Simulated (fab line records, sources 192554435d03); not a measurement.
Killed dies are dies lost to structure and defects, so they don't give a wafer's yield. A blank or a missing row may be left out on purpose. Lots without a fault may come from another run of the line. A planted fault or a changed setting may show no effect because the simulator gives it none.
One fault seen from 2 desks | flow n5_finfet | each desk has only its own numbers; what lay behind them comes last

THE METROLOGY DESK
What the gauges read, lot by lot, whatever tool the lot ran on: means of the sampled wafers that have a number. A lot is out of limits, marked OUT, if its mean lies more than 4 standard deviations from the usual mean; the brackets give that distance. Of its 11 readings 7 are shown: those that lie furthest out on some lot.
Columns: A = trench_depth_nm at N5_BEOL_M3_OCD_MEAS_38, usual 55.5 nm; B = DIBL_N at N5_BEOL_M4_RC_MEAS_101, usual 37.2 mV/V; C = DIBL_P at N5_BEOL_M4_RC_MEAS_101, usual 38 mV/V; D = SS_N at N5_BEOL_M4_RC_MEAS_101, usual 71.8 mV/dec; E = SS_P at N5_BEOL_M4_RC_MEAS_101, usual 73.6 mV/dec; F = VT_N at N5_BEOL_M4_RC_MEAS_101, usual 250 mV; G = VT_P at N5_BEOL_M4_RC_MEAS_101, usual -249 mV
lot  | first seen here | A    | B    | C  | D    | E    | F   | G
L379 | day 7 11:28     | 53.2 | 36.8 | 37 | 71.5 | 73.6 | 251 | -253
L380 | day 7 17:08     | 55.7 | 37.8 | 39 | 72.3 | 73.5 | 249 | -248
L383 | day 8 21:47     | 56.0 | 37.8 | 38 | 71.7 | 73.6 | 249 | -246
L386 | day 9 01:06     | 55.3 | 37.4 | 37 | 71.6 | 73.6 | 249 | -250
L385 | day 9 04:20     | 55.0 | 33.4 | 34 | 70.5 | 72.6 | 256 | -254
L387 | day 9 04:41     | 56.2 | 37.8 | 37 | 71.3 | 73.5 | 249 | -246
L388 | day 9 11:00     | 54.1 | 38.3 | 40 | 72.1 | 73.9 | 250 | -247
L398 | day 12 08:34    | 54.5 | 35.6 | 37 | 71.2 | 72.5 | 252 | -250
L397 | day 12 09:13    | 54.2 | 35.8 | 37 | 71.5 | 73.4 | 256 | -249
L402 | day 13 08:20    | 56.0 | 32.9 | 34 | 70.4 | 72.1 | 254 | -254
L401 | day 13 10:23    | 55.5 | 38.4 | 36 | 71.9 | 72.6 | 254 | -249
This desk's finding: nothing out of limits on any of the 11 lots.

THE TOOL OWNER'S DESK: cvd_co-01
The tool's own readings at N5_BEOL_M3_CVD_47 (deposits Co from CCTBA/H2, target thk 3 nm, time 223.8 s): means of the sampled wafers that have a number, for each lot that ran on this tool. A lot is out of limits, marked OUT, if its mean lies more than 4 standard deviations from the usual mean; the brackets give that distance.
Columns: A = run_length_s at N5_BEOL_M3_CVD_47, usual 246.7 s
lot  | first seen here | A
L379 | day 7 12:35     | 246.8
L380 | day 7 18:40     | 247.4
L386 | day 9 02:08     | 247.4
L385 | day 9 05:08     | 296.4 (+86) OUT
L387 | day 9 05:20     | 272.3 (+44) OUT
L388 | day 9 12:10     | 271.7 (+43) OUT
L398 | day 12 09:34    | 247.0
L397 | day 12 10:49    | 246.9
L402 | day 13 10:01    | 246.9
L401 | day 13 13:27    | 246.7
This desk's finding: out of limits on L385, L387, L388; first on L385, day 9 05:08 (run_length_s at N5_BEOL_M3_CVD_47). In limits: L379, L380, L386, L398, L397, L402, L401.

PUT TOGETHER
The tool owner's desk could have raised an alarm at day 9 05:08, on L385, L387, L388.
The metrology desk saw nothing out of limits.
The metrology desk has L385, L387, L388 on record, within its limits.
Of the lots named, all ran N5_BEOL_M3_CVD_47 on cvd_co-01.

WHAT THE SIMULATOR HAD PUT IN
Process parameter drift: cvd_co-01, from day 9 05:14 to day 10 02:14, at N5_BEOL_M3_CVD_47. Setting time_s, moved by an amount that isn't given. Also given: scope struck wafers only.
Lots struck among those shown: L385, L387, L388.
